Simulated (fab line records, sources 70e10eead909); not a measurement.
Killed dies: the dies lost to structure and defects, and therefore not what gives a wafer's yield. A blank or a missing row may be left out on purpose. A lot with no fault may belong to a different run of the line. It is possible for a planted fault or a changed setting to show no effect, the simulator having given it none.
A lot that was struck, set against a sound lot -- flow nand_harc -- 25 steps out of a route of 1302
Sound: wafers L804.1, L804.2, L804.6. Struck: wafers L813.1, L813.3, L813.6. The cause is named last.
At each step with rows: each side's tool, then ch and its chambers, then its first start. Under that, the readings that differ: sound wafers -- struck wafers -- difference of the means -- sigmas: that difference in standard deviations of wafers without a fault.
alike: readings with means less than 2 such deviations apart, plus words and numbers identical on both sides. not compared: withheld readings, readings lacking a value on some wafer, bounds such as >300 that could conceal the same value, and numbers that have no deviation in the record and whose values overlap.
The two part at a step that has a row with sigmas, a row that says differs or no value, or rows on one side only. Non-overlapping numbers with no deviation appear without sigmas and do not part them. A reading that every wafer of one side lacks parts them only if that side has two wafers or more.

first, 1 step without rows for these wafers: NHARC_A_M0_SRD_25.
NHARC_A_M0_INSPECT_27:
  sound: defect_inspect-01 at day 25 11:55; struck: defect_inspect-02 at day 29 10:13
  alike: raw_defect_count
NHARC_A_M0_PRE_CLEAN_31: time 12 s.
  sound on pecvd-01 ch 0,1, day 25 11:59; struck on pecvd-04 ch 0,1,2, day 29 10:17
  alike: heater_power_outer_w, heater_power_w
  not compared: since_wet_clean_h
NHARC_A_M0_DEP_32: deposits SiCN, target thk 30 nm.
  sound on pecvd-01 ch 0,1, day 25 12:04; struck on pecvd-04 ch 0,1,2, day 29 10:22
  alike: heater_power_outer_w, heater_power_w
  not compared: since_wet_clean_h
then, 7 steps without rows for these wafers: NHARC_A_M1_DEP_00 (deposits SiOC, target thk 182.5 nm); NHARC_A_M1_DEHYDRATE_01 (time 120 s); NHARC_A_M1_HMDS_02 (time 30 s); NHARC_A_M1_COAT_34 (time 65 s); NHARC_A_M1_COAT_03 (resist thk 90 nm); NHARC_A_M1_SOFTBAKE_04 (time 55 s); NHARC_A_M1_EBR_05.
NHARC_A_M1_EXPOSE_06: exposes mask A M1, target cd 120 nm.
  sound on arfi_scanner-02 ch 0, day 25 13:10; struck on arfi_scanner-01 ch 0, day 29 11:20
reading,sound,struck,difference,sigmas
exposure_dose_mJ_cm2,75.10 75.10 75.21,60.71 60.71 60.63,-14.45,-99 or more
  alike: mask, reticle_temp_C
then, 2 steps without rows for these wafers: NHARC_A_M1_PEB_07 (peb time 65 s); NHARC_A_M1_DEVELOP_08 (develop time 35 s).
NHARC_A_M1_CD_MEAS_09 targets a cd of 120 nm.
  sound on cd_sem-01 ch 0, day 25 13:19; struck on cd_sem-01 ch 0, day 29 11:29
reading,sound,struck,difference,sigmas
cd_nm (nm),119.9 120.6 120.3,107.2 106.8 107.0,-13.3,-24
NHARC_A_M1_OVL_MEAS_10: pitch 240 nm.
  sound: overlay-01 at day 25 13:24; struck: overlay-01 at day 29 11:34
  alike: overlay_x_nm, overlay_y_nm
NHARC_A_M1_INSPECT_11:
  sound: defect_inspect-02 at day 25 13:26; struck: defect_inspect-02 at day 29 11:37
  alike: raw_defect_count
NHARC_A_M1_DESCUM_14: chemistry O2, time 3 s.
  sound on rie_diel-10 ch 0,3, day 25 13:31; struck on rie_diel-12 ch 1,3, day 29 11:40
reading,sound,struck,difference,sigmas
model.A_M1.cd_nm (nm),120.2 120.3 120.5,107.2 106.9 107,-13.3,
  alike: drypump_motor_current_A, o2_flow_sccm, oes_product_au, rf_vpp_V, showerhead_plenum_p_Torr, throttle_valve_pct
  not compared: rf_hours_counter_h
NHARC_A_M1_ETCH_35: etches the open film in N2/H2, target depth 40 nm, overetch 12 nm, time 43.94 s.
  sound on rie_diel-10 ch 0,3, day 25 13:35; struck on rie_diel-12 ch 0,2,3, day 29 11:46
  alike: drypump_motor_current_A, oes_product_au, rf_vpp_V, showerhead_plenum_p_Torr, throttle_valve_pct
  not compared: rf_hours_counter_h
NHARC_A_M1_ETCH_15: etches the open film in C4F8/Ar, target depth 182.5 nm, time 91.2 s.
  sound: rie_diel-10 ch 0,1; struck: rie_diel-12 ch 0,2,3
  alike: oes_product_au, rf_vpp_V
  not compared: rf_hours_counter_h
NHARC_A_M1_CD_MEAS_16:
  sound: cd_sem-01 at day 25 13:48; struck: cd_sem-03 at day 29 11:58
reading,sound,struck,difference,sigmas
cd_nm (nm),119.7 120.0 120.3,106.4 107.1 106.6,-13.3,-18
NHARC_A_M1_STRIP_18: strips in N2/H2.
  sound on rie_diel-10 ch 1,2, day 25 13:53; struck on rie_diel-12 ch 0,3, day 29 12:02
  alike: drypump_motor_current_A, oes_product_au, rf_vpp_V, showerhead_plenum_p_Torr, throttle_valve_pct
  not compared: rf_hours_counter_h
NHARC_A_M1_ETCH_28: etches the open film in CF4/N2, target depth 30 nm, time 72.99 s.
  sound: rie_diel-10 ch 0,1,2; struck: rie_diel-12 ch 0,1,3
reading,sound,struck,difference,sigmas
model.A_M1.cd_nm (nm),120.4 120 120.4,106.9 107.1 106.9,-13.3,
  alike: drypump_motor_current_A, oes_product_au, rf_vpp_V, showerhead_plenum_p_Torr, throttle_valve_pct
  not compared: rf_hours_counter_h
then, 1 step without rows for these wafers: NHARC_A_M1_STRIP_19 (strips in post etch residue remover, time 600 s).
NHARC_END_SORT_01:
  only the struck wafers appear in the record here, on prober-01 ch 0 at day 31 02:13; the sound ones have no rows

## WHERE THEY PART
Earliest at NHARC_A_M1_EXPOSE_06; latest, in this record, at NHARC_END_SORT_01.

WHY: what had been put in by the simulator
Process parameter drift: arfi_scanner-01, from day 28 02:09 on, at NHARC_A_M1_EXPOSE_06. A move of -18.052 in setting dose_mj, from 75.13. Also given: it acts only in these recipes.
